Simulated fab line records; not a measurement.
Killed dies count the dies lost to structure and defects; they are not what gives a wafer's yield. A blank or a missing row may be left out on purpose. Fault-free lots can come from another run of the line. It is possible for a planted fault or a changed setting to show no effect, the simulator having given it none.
fab line records	flow n5Finfet
record: lots: 11	wafers: 33	lastDay: 18
route steps=1938 shown BEOL_M0_SAQP@673 PASSIVATION@1936
lots that met no fault: from a run of the same line without faults
startH: start of the lot's first displayed wafer, in hours after the record's first day	waitH: time in hours since the lot's previous step	" identical to the entry in the row above	L1.1+2: a row that stands for several wafers	- value missing, or start not given	* or withheld: withheld	< > ~ a bound
route shown NAME@n: a module of which the file shows steps, and the number in the route of the first	usual: mean/standard deviation of fault-free wafers	same: alike in all rows	chamber/n: place in a boat	sites: the reading at each site	_std_site: the standard deviation of these	_edge_site: mean of outer sites minus mean of inner sites	radiusMm: how far each site lies from the wafer's centre	mask NAME#n: copy n	behind: the last tool/chamber to shape the wafer	hold: why the lot went on hold/how many hours it stayed there/how the hold came to an end	device: names the non-switching transistor (n, p or np)	end of line: tests of these same wafers at the route's end	a step with no rows: only its recipe	killed: dies that structure and defects cost at the first sort, which is not the same as the wafer's yield	map: shows each die of a wafer: x if killed, . if not, _ if none is there
set.NAME: the setting that was run; set.NAME@STEP: the one run at that earlier step	model.NAME: the simulator's own value behind a step, which no gauge read
one table for each step of the route and one row for each wafer, over a sample of lots
services: when a tool's chamber went out of use (startH, in hours from the record's first day, below 0 if earlier), for how many hours, and the reason
== steps ==
step: N5_BEOL_M0_SAQP_ETCH_107
recipe: chemistry: CH3F/O2	target: SiNx	targetDepthA: 300	maskMaterial: SOC	pressureMtorr: 30	sourceW: 395	biasW: 73	Ar_flow_sccm: 150	CH3F_flow_sccm: 30	O2_flow_sccm: 20	ionEnergyEv: 120
usual: drypumpMotorCurrentA: 5.8/0.52	mfcArSccm: 150.0/0.5	oes_ar_750_au: 0.79/0.062	oesProductAu: 0.79/0.069	rfFwdPowerW: 391.3/1.6	rfVppV: 297.9/3	showerheadPlenumPTorr: 2.00/0.062	throttleValvePct: 16.25/0.18
lot.wafer	tool	chamber	startH	waitH	drypumpMotorCurrentA	mfcArSccm	oes_ar_750_au	oesProductAu	rfFwdPowerW	rfHoursCounterH	rfVppV	showerheadPlenumPTorr	throttleValvePct
L491.1	rieDiel-06	0	108.43	0.0	6.2	149.7	0.73	0.72	391.4	205	293.1	1.99	16.22
L491.4	"	3	"	"	5.8	150.1	0.82	0.83	390.7	84	296.1	1.94	16.44
L491.6	"	0	"	"	6.2	149.9	0.72	0.71	391.0	-	292.7	1.99	16.22
L494.1	rieDiel-05	1	128.14	0.0	6.0	150.2	0.78	0.77	390.2	138	294.1	2.00	16.07
L494.4	"	2	"	"	5.3	149.3	0.94	0.96	392.8	14	298.5	1.96	16.11
L494.5	"	1	"	"	6.0	150.6	0.77	0.78	391.9	-	293.9	2.00	16.10
L496.4	rieDiel-02	1	138.46	0.0	6.4	149.9	0.90	0.91	390.4	16	298.1	2.14	16.21
L496.5	"	0	"	"	5.7	150.3	0.82	0.82	389.9	-	300.3	2.03	16.00
L496.6	"	1	"	"	6.4	149.6	0.90	0.91	392.7	-	299.4	2.14	16.20
L497.2	rieDiel-05	0	153.82	0.0	5.0	149.3	0.77	0.77	388.9	150	301.5	2.08	16.21
L497.3	"	1	"	"	6.0	149.7	0.76	0.76	389.5	145	293.7	2.00	16.08
L497.6	"	3	"	"	5.8	149.9	0.76	0.77	390.9	-	299.4	2.09	16.03
L498.1	rieDiel-06	0	154.88	0.0	6.2	149.9	0.72	0.71	389.7	218	294.8	1.98	16.24
L498.4	"	2	"	"	6.6	150.0	0.71	0.70	392.0	228	296.0	1.97	16.59
L498.5	"	2	"	"	6.6	150.5	0.70	0.70	392.1	-	296.7	1.97	16.57
L500.1	rieDiel-06	2	165.61	0.0	6.6	149.3	0.70	0.70	390.7	231	295.8	1.97	16.59
L500.4	"	3	"	"	5.8	150.3	0.80	0.81	390.0	100	296.1	1.94	16.49
L500.6	"	0	"	"	6.2	149.6	0.72	0.70	391.3	-	293.2	1.98	16.26
L506.3	rieDiel-02	1	200.49	0.0	6.4	149.5	0.87	0.87	390.7	38	299.3	2.13	16.24
L506.4	"	2	"	"	6.1	149.4	0.80	0.83	393.0	-	303.9	2.03	16.38
L506.6	"	1	"	"	6.4	149.2	0.86	0.87	389.3	-	297.6	2.13	16.24
L505.1	rieDiel-02	1	204.92	0.0	6.4	149.6	0.86	0.87	391.4	39	298.5	2.13	16.23
L505.4	"	3	"	"	4.7	150.5	0.81	0.83	392.2	69	298.3	1.93	16.03
L505.6	"	2	"	"	6.1	149.3	0.81	0.83	392.5	-	305.1	2.03	16.39
L510.2	rieDiel-06	2	225.48	0.0	6.5	150.8	0.69	0.68	389.3	247	295.1	1.96	16.60
L510.3	"	0	"	"	6.2	149.7	0.71	0.70	393.1	236	293.7	1.98	16.29
L510.4	"	3	"	"	5.8	149.6	0.79	0.80	390.0	114	295.4	1.93	16.50
L511.2	rieDiel-06	2	229.43	0.0	6.6	150.1	0.69	0.69	391.0	249	296.4	1.96	16.62
L511.4	"	1	"	"	5.2	150.3	0.79	0.79	394.0	104	300.1	1.93	16.29
L511.5	"	3	"	"	5.8	150.1	0.78	0.79	391.1	-	295.0	1.93	16.52
L512.1	rieDiel-06	1	237.29	0.0	5.2	150.0	0.79	0.80	390.4	106	300.0	1.93	16.30
L512.3	"	3	"	"	5.8	150.4	0.78	0.78	389.7	119	297.8	1.93	16.50
L512.6	"	0	"	"	6.2	149.8	0.71	0.69	390.6	-	294.7	1.97	16.29
step: N5_BEOL_M0_SAQP_RECESS_109
recipe: chemistry: HF/NH3	target: SiO2	targetDepthA: 30	afsCycles: 1	tempC: 30	sublimationTempC: 180	sublimationTimeS: 60
usual: drypumpMotorCurrentA: 6.0/0.36
lot.wafer	tool	chamber	startH	waitH	drypumpMotorCurrentA
L491.1	vaporEtch-02	1	108.64	0.1	5.7
L491.4	"	0	"	"	6.6
L491.6	"	1	"	"	5.7
L494.1	vaporEtch-01	1	128.24	0.0	5.7
L494.4	"	0	"	"	5.9
L494.5	"	0	"	"	5.9
L496.4	vaporEtch-02	0	138.61	0.1	6.6
L496.5	"	1	"	"	5.7
L496.6	"	0	"	"	6.5
L497.2	vaporEtch-02	0	153.92	0.0	6.6
L497.3	"	1	"	"	5.7
L497.6	"	1	"	"	5.7
L498.1	vaporEtch-01	0	154.98	0.0	5.9
L498.4	"	0	"	"	5.9
L498.5	"	1	"	"	5.7
L500.1	vaporEtch-01	0	165.72	0.0	5.9
L500.4	"	0	"	"	5.9
L500.6	"	0	"	"	5.9
L506.3	vaporEtch-01	0	200.63	0.1	5.9
L506.4	"	1	"	"	5.8
L506.6	"	1	"	"	5.7
L505.1	vaporEtch-01	0	205.02	0.0	5.9
L505.4	"	1	"	"	5.8
L505.6	"	1	"	"	5.7
L510.2	vaporEtch-02	0	225.58	0.0	6.6
L510.3	"	0	"	"	6.5
L510.4	"	1	"	"	5.7
L511.2	vaporEtch-02	0	229.53	0.0	6.6
L511.4	"	1	"	"	5.7
L511.5	"	1	"	"	5.7
L512.1	vaporEtch-01	0	237.39	0.0	5.9
L512.3	"	1	"	"	5.8
L512.6	"	0	"	"	5.9
step: N5_BEOL_M0_SAQP_SPACER2_ETCHBACK_27
recipe: chemistry: CHF3/O2	mode: anisotropicEtchback	target: SiO2	targetDepthA: 225	timeS: 11.25	pressureMtorr: 30	sourceW: 650	biasW: 170	Ar_flow_sccm: 200	CHF3_flow_sccm: 50	O2_flow_sccm: 5	ionEnergyEv: 200
usual: drypumpMotorCurrentA: 5.7/0.5	mfcArSccm: 200.0/0.63	oes_ar_750_au: 0.80/0.064	oesProductAu: 0.80/0.07	rfFwdPowerW: 646.4/2.3	rfVppV: 525/5.1	showerheadPlenumPTorr: 2.42/0.071	throttleValvePct: 18.74/0.17
lot.wafer	tool	chamber	startH	waitH	drypumpMotorCurrentA	mfcArSccm	oes_ar_750_au	oesProductAu	rfFwdPowerW	rfHoursCounterH	rfVppV	showerheadPlenumPTorr	throttleValvePct
L491.1	rieDiel-05	1	110.21	0.3	6.0	199.9	0.78	0.77	645.8	132	517	2.41	18.58
L491.4	"	0	"	"	5.1	199.3	0.77	0.77	643.1	142	527	2.51	18.73
L491.6	"	0	"	"	5.0	199.8	0.78	0.78	643.7	-	529	2.51	18.71
L494.1	rieDiel-06	0	128.93	0.3	6.2	198.9	0.72	0.71	646.0	209	517	2.39	18.74
L494.4	"	0	"	"	6.2	199.3	0.72	0.71	644.4	-	519	2.39	18.76
L494.5	"	1	"	"	5.2	199.4	0.82	0.83	646.8	-	527	2.34	18.78
L496.4	rieDiel-02	3	139.93	0.3	4.7	200.0	0.83	0.85	647.8	-	527	2.34	18.54
L496.5	"	1	"	"	6.4	199.9	0.90	0.91	646.2	-	526	2.57	18.75
L496.6	"	2	"	"	6.1	199.4	0.84	0.86	647.5	-	537	2.46	18.93
L497.2	rieDiel-06	0	154.75	0.4	6.2	199.9	0.72	0.71	643.9	218	518	2.39	18.75
L497.3	"	3	"	"	5.8	199.3	0.80	0.80	645.4	97	524	2.34	19.01
L497.6	"	2	"	"	6.6	200.7	0.71	0.70	647.0	-	522	2.37	19.07
L498.1	rieDiel-05	1	155.67	0.3	6.0	200.1	0.76	0.76	641.6	146	516	2.40	18.61
L498.4	"	2	"	"	5.3	199.5	0.92	0.93	647.3	22	525	2.36	18.69
L498.5	"	3	"	"	5.8	200.4	0.76	0.76	649.3	-	528	2.51	18.55
L500.1	rieDiel-02	1	166.41	0.3	6.4	200.4	0.89	0.89	645.6	23	526	2.57	18.76
L500.4	"	3	"	"	4.7	200.1	0.82	0.84	649.2	60	528	2.34	18.55
L500.6	"	0	"	"	5.8	200.1	0.81	0.81	643.3	-	527	2.44	18.54
L506.3	rieDiel-06	3	201.30	0.3	5.8	198.7	0.80	0.79	649.4	108	522	2.33	19.06
L506.4	"	1	"	"	5.2	199.9	0.80	0.81	645.7	95	529	2.33	18.81
L506.6	"	0	"	"	6.2	200.3	0.71	0.70	645.5	-	518	2.39	18.78
L505.1	rieDiel-05	0	205.71	0.3	5.0	200.6	0.75	0.75	647.7	167	528	2.50	18.75
L505.4	"	2	"	"	5.3	200.9	0.89	0.90	648.3	36	526	2.36	18.71
L505.6	"	2	"	"	5.3	201.3	0.90	0.89	652.6	-	525	2.36	18.70
L510.2	rieDiel-05	0	226.27	0.3	5.0	200.8	0.75	0.74	643.7	173	528	2.50	18.76
L510.3	"	1	"	"	6.0	199.6	0.75	0.75	643.6	169	517	2.40	18.64
L510.4	"	2	"	"	5.3	200.3	0.89	0.89	650.2	42	525	2.36	18.72
L511.2	rieDiel-05	1	230.22	0.3	6.0	200.1	0.74	0.74	644.2	170	516	2.40	18.64
L511.4	"	2	"	"	5.3	199.7	0.89	0.89	645.5	43	526	2.36	18.74
L511.5	"	3	"	"	5.8	200.4	0.75	0.74	647.2	-	527	2.50	18.57
L512.1	rieDiel-05	2	238.35	0.5	5.3	200.8	0.88	0.88	647.9	46	527	2.36	18.71
L512.3	"	3	"	"	5.8	199.1	0.74	0.73	649.5	163	528	2.50	18.58
L512.6	"	0	"	"	5.0	200.4	0.75	0.74	640.6	-	528	2.50	18.78
step: N5_BEOL_M0_SAQP_ALD_48
recipe: material: SiO2	targetThkA: 200	tempC: 100	aldPrecursorFamily: BDEAS	aldCoReactant: O2-plasma	pulseTimeS: 1	coReactantPulseTimeS: 1	purgeTimeS: 2	coReactantPurgeTimeS: 2	aldCycles: 139	pressureTorr: 2
usual: aldCycles: 139/0	heaterPowerW: 78/8.7	precursorPulseHeightRel: 1.000/0.019
same: coReactantPurgeTimeS: 2
lot.wafer	tool	chamber	startH	waitH	aldCycles	heaterPowerW	precursorPulseHeightRel	sinceWetCleanH
L491.1	aldSin-03	1	111.12	0.0	139	72	1.003	11
L491.4	"	0	"	"	139	75	0.988	11
L491.6	"	0	"	"	139	74	1.006	-
L494.1	aldSin-03	3	129.90	0.0	139	73	1.020	30
L494.4	"	2	"	"	139	88	1.015	-
L494.5	"	0	"	"	139	75	0.991	-
L496.4	aldSin-04	3	140.81	0.0	139	84	0.976	133
L496.5	"	2	"	"	139	81	0.980	-
L496.6	"	3	"	"	139	85	1.020	-
L497.2	aldSin-03	0	156.05	0.4	125	74	1.012	56
L497.3	"	2	"	"	125	87	0.989	56
L497.6	"	3	"	"	125	74	1.016	-
L498.1	aldSin-03	3	156.94	0.3	125	73	0.984	57
L498.4	"	0	"	"	125	74	1.024	57
L498.5	"	1	"	"	125	71	1.016	-
L500.1	aldSin-03	2	167.49	0.0	125	88	1.029	68
L500.4	"	0	"	"	125	75	1.007	68
L500.6	"	3	"	"	125	73	0.993	-
L506.3	aldSin-01	3	202.21	0.0	139	84	0.984	300
L506.4	"	2	"	"	139	99	1.037	300
L506.6	"	2	"	"	139	99	1.017	-
L505.1	aldSin-01	0	206.75	0.0	139	76	0.993	304
L505.4	"	1	"	"	139	69	1.002	304
L505.6	"	1	"	"	139	68	0.978	-
L510.2	aldSin-04	2	227.39	0.1	139	80	1.016	219
L510.3	"	3	"	"	139	83	1.004	219
L510.4	"	1	"	"	139	85	0.960	219
L511.2	aldSin-01	0	231.26	0.0	139	76	0.970	329
L511.4	"	2	"	"	139	98	0.967	329
L511.5	"	0	"	"	139	76	1.026	-
L512.1	aldSin-01	1	240.07	0.6	139	70	1.012	338
L512.3	"	3	"	"	139	88	1.014	338
L512.6	"	1	"	"	139	71	0.994	-
step: N5_PASSIVATION_PROBE_49
usual: killed_at_M0_to_M3: 36/11	killed_at_M4_up: 14/5.6	killedAtContacts: 11/5.6	killedAtFrontEnd: 40/12	killedAtOther: 4/3.2	killedDies: 105/17	killedOpen: 69/12	killedShort: 34/8.4
same: grossDies: 1180	killedAtBackSide: 0
lot.wafer	tool	chamber	startH	waitH	killed_at_M0_to_M3	killed_at_M4_up	killedAtContacts	killedAtFrontEnd	killedAtOther	killedDies	killedOpen	killedShort
L505.1	prober-02	-	397.59	0.0	43	11	4	34	1	93	57	29
L505.6	prober-02	-	397.84	0.3	20	19	12	39	11	101	74	25
L510.2	prober-02	-	413.16	0.1	39	5	14	48	6	112	77	28
L510.3	prober-02	-	413.21	0.1	26	12	16	32	11	97	58	36
L510.4	prober-02	-	413.26	0.2	30	8	7	27	4	76	48	27
L512.1	prober-02	-	443.28	0.0	27	21	20	23	1	92	74	18
L512.3	prober-02	-	443.38	0.1	28	6	15	34	1	84	56	27
L512.6	prober-02	-	443.53	0.3	43	22	20	49	9	143	97	46
killed by level:class
L505.1 BEOL_M0_SAQP:geometricParticle:short=8 BEOL_M3:geometricParticle:open=8 BEOL_M0:geometricParticle:open=7 STI_FIN_REVEAL:geometricParticle:open=6 HKMG_FIN:areaEtch=6 BEOL_M0_SAQP:geometricParticle:open=5 BEOL_M3:geometricParticle:short=5 FIN_SAQP:geometricParticle:open=4
L505.6 BEOL_M4:geometricParticle:open=10 MOL_CONTACT_COAG:geometricParticle:open=9 DUMMY_GATE:geometricParticle:open=7 STI_FIN_REVEAL:geometricParticle:open=6 BEOL_M0_SAQP:geometricParticle:short=6 STARTING-WAFER:geometricParticle:open=5 BEOL_M2:geometricParticle:open=5 FIN_SAQP:geometricParticle:open=4
L510.2 STI_FIN_REVEAL:geometricParticle:open=13 MOL_CONTACT_COAG:geometricParticle:open=12 BEOL_M1:geometricParticle:open=11 BEOL_M0_SAQP:geometricParticle:short=9 DUMMY_GATE:geometricParticle:open=7 BEOL_M0_SAQP:geometricParticle:open=7 GATE_CUT:geometricParticle:open=5 GATE_CUT:geometricParticle:short=4
L510.3 MOL_CONTACT_COAG:geometricParticle:open=11 FIN_SAQP:geometricParticle:open=7 GATE_CUT:geometricParticle:short=6 BEOL_M0_SAQP:geometricParticle:open=6 BEOL_M0_SAQP:geometricParticle:short=5 BEOL_M2:geometricParticle:open=5 BEOL_M4:geometricParticle:open=5 MIM_TOP:geometricParticle:short=5
L510.4 BEOL_M1:geometricParticle:open=9 FIN_SAQP:geometricParticle:open=6 BEOL_M0_SAQP:geometricParticle:short=6 GATE_CUT:geometricParticle:open=4 MOL_CONTACT_COAG:geometricParticle:open=4 BEOL_M0_SAQP:geometricParticle:open=4 STI_FIN_REVEAL:geometricParticle:open=3 MOL_CONTACT_COAG:geometricParticle:short=3
L512.1 MOL_CONTACT_COAG:geometricParticle:open=18 BEOL_M4:geometricParticle:open=17 BEOL_M2:geometricParticle:open=12 DUMMY_GATE:geometricParticle:open=7 FIN_SAQP:geometricParticle:short=6 BEOL_M0:geometricParticle:open=4 FIN_SAQP:geometricParticle:open=3 BEOL_M3:geometricParticle:open=3
L512.3 MOL_CONTACT_COAG:geometricParticle:open=12 BEOL_M2:geometricParticle:open=9 STI_FIN_REVEAL:geometricParticle:open=7 BEOL_M0_SAQP:geometricParticle:open=6 STARTING-WAFER:geometricParticle:short=5 FIN_SAQP:geometricParticle:short=4 DUMMY_GATE:geometricParticle:open=4 FIN_SAQP:geometricParticle:open=3
L512.6 BEOL_M4:geometricParticle:open=17 MOL_CONTACT_COAG:geometricParticle:open=16 BEOL_M2:geometricParticle:open=13 STI_FIN_REVEAL:geometricParticle:open=11 FIN_SAQP:geometricParticle:short=10 DUMMY_GATE:geometricParticle:open=8 BEOL_M2:geometricParticle:short=8 GATE_CUT:geometricParticle:short=7
== services ==
tool	chamber	startH	hours	kind
aldSin-03	-	85.81	14.0	pm
aldSin-03	0	85.81	14.0	ventCycle
aldSin-03	1	85.81	14.0	ventCycle
aldSin-03	2	85.81	14.0	ventCycle
aldSin-03	3	85.81	14.0	ventCycle
aldSin-01	2	93.51	33.4	repair
rieDiel-02	0	96.26	6.7	repair
rieDiel-02	-	97.17	0.2	repair
aldSin-03	-	104.73	6.1	pm
rieDiel-02	-	112.60	2.8	pm
aldSin-03	1	127.01	11.4	repair
rieDiel-06	2	128.81	12.8	repair
aldSin-01	0	131.12	7.1	repair
rieDiel-06	-	143.51	0.7	repair
vaporEtch-02	-	143.73	2.8	pm
rieDiel-02	3	173.20	15.3	repair
rieDiel-02	0	191.16	13.6	repair
aldSin-03	3	230.62	14.3	repair
aldSin-03	2	232.83	15.8	repair
rieDiel-06	2	235.12	-	clean
rieDiel-06	2	235.12	-	consumableReplace:focusRing
rieDiel-06	2	235.12	34.8	scheduledDown
rieDiel-06	2	235.12	34.8	ventCycle
aldSin-01	2	236.07	3.2	repair
== key ==
firstSign: step: N5_BEOL_M0_SAQP_ALD_48	reading: aldCycles	direction: down	sigmas: 99+	usual: *	struck: *
effect none on later readings
metAt N5_BEOL_M0_SAQP_ALD_48
struckLots L497,L498,L500
rowsEnd L498.1,L498.4,L498.5
testerLeftOut L500
notActingAt N5_BEOL_M0_SAQP_ETCH_107,N5_BEOL_M0_SAQP_RECESS_109,N5_BEOL_M0_SAQP_SPACER2_ETCHBACK_27
onsetBetween 129.90 156.05
earlierFault: kind: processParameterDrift	tool: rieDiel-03	chamber: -	onsetH: 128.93	steps: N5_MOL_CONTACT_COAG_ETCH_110	channel: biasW	offset: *	shape: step	actsIn: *	stated: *
fault: kind: processParameterDrift	tool: aldSin-03	chamber: -	onsetH: 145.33	steps: N5_BEOL_M0_SAQP_ALD_48	channel: aldCycles	offset: *	shape: step	actsIn: *	stated: *
testerLeftOut: of these lots the tester's yield and bins aren't shown, on N5 and GAA mostly nor the transistor test; their killed dies are dies lost to structure and defects alone, not to doping, threshold or leakage, so they don't give the yield
rowsEnd: these wafers met a further fault down the route, and their rows from its step on are left out
